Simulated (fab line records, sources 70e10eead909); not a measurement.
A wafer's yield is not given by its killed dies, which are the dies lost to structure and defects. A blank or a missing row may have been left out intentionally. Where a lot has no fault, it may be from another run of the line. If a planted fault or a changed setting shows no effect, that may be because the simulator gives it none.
A lot that was struck, set against a sound lot / flow nand-harc / 14 out of 1159 route steps
Sound: these wafers, L496.1, L496.5, L496.6. Wafers struck: L499.1, L499.3, L499.4. The cause is named last.
Per side, at each step with rows, come the tool, then ch with its chambers, and then its first start. Under that, the readings that differ: sound wafers / struck wafers / difference of the means / sigmas: that difference in standard deviations of wafers without a fault.
alike: same words and numbers on both sides, and readings whose means sit less than 2 such deviations apart. not compared: any withheld reading, any reading some wafer has no value for, any bound like >300 that may hide the same value, and any number with overlapping values for which the record gives no deviation.
The two part at a step that has a row with sigmas, a row that says differs or no value, or rows on one side only. When numbers do not overlap yet have no deviation, they are printed without sigmas and do not part them. A reading missing from all wafers of one side parts the sides only when that side holds two or more wafers.

NHARC_P_GATE_DESCUM_61: chemistry O2, time 3 s.
  sound on rie-diel-12 ch 2,3, day 6 02:01; struck on rie-diel-12 ch 1,2,3, day 6 20:59
  alike: drypump-motor-current-A, oes-product-au, rf-vpp-V, showerhead-plenum-p-Torr, throttle-valve-pct
  not compared: rf-hours-counter-h
after that, 1 step had no rows for these wafers: NHARC_P_GATE_IMPLANT_62.
NHARC_P_GATE_STRIP_112: strips in N2/H2, time 200 s.
  sound on plasma-asher-02 ch 0,1, day 6 02:25; struck on plasma-asher-01 ch 0,1, day 6 21:21
  alike: drypump-motor-current-A, heater-power-w, temp-c
  not compared: rf-hours-counter-h
NHARC_P_GATE_STRIP_76: strips in O2.
  sound on plasma-asher-02 ch 0,1, day 6 02:39; struck on plasma-asher-01 ch 0,1, day 6 21:37
  alike: drypump-motor-current-A, heater-power-w, temp-c
  not compared: rf-hours-counter-h
then, 8 steps without rows for these wafers: NHARC_P_GATE_STRIP_63 (strips in SPM, time 900 s); NHARC_P_GATE_DEHYDRATE_83 (time 120 s); NHARC_P_GATE_HMDS_84 (time 30 s); NHARC_P_GATE_COAT_85; NHARC_P_GATE_SOFTBAKE_86 (time 95 s); NHARC_P_GATE_EBR_87; NHARC_P_GATE_EXPOSE_88 (exposes mask P HVN, target cd 2000 nm); NHARC_P_GATE_PEB_89 (peb time 85 s).
NHARC_P_GATE_DEVELOP_90: time 70 s.
  struck on litho-track-03, day 6 22:00; sound on litho-track-02 ch 0, day 6 03:00
  no value came back on the struck wafers for chill-plate-temp-C (C), exhaust-pa (Pa), resist-line-temp-C (C); on the sound wafers chill-plate-temp-C (C) reads 23.10 23.08 22.99
NHARC_P_GATE_CD_MEAS_91 targets a cd of 2000 nm.
  sound on cd-sem-01 ch 0, day 6 03:26; struck on cd-sem-03 ch 0, day 6 22:32
reading=cd-nm (nm); sound=1994.5 1997.4 1993.6; struck=2002.0 2002.7 2003.0; difference=+7.4; sigmas=+2

## WHERE THEY PART
Earliest at NHARC_P_GATE_DEVELOP_90; latest, in this record, at NHARC_P_GATE_CD_MEAS_91.

WHY: what had been put in by the simulator
Entire step skipped (litho-track-03, NHARC_P_GATE_DEVELOP_90), from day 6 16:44 onward. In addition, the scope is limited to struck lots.
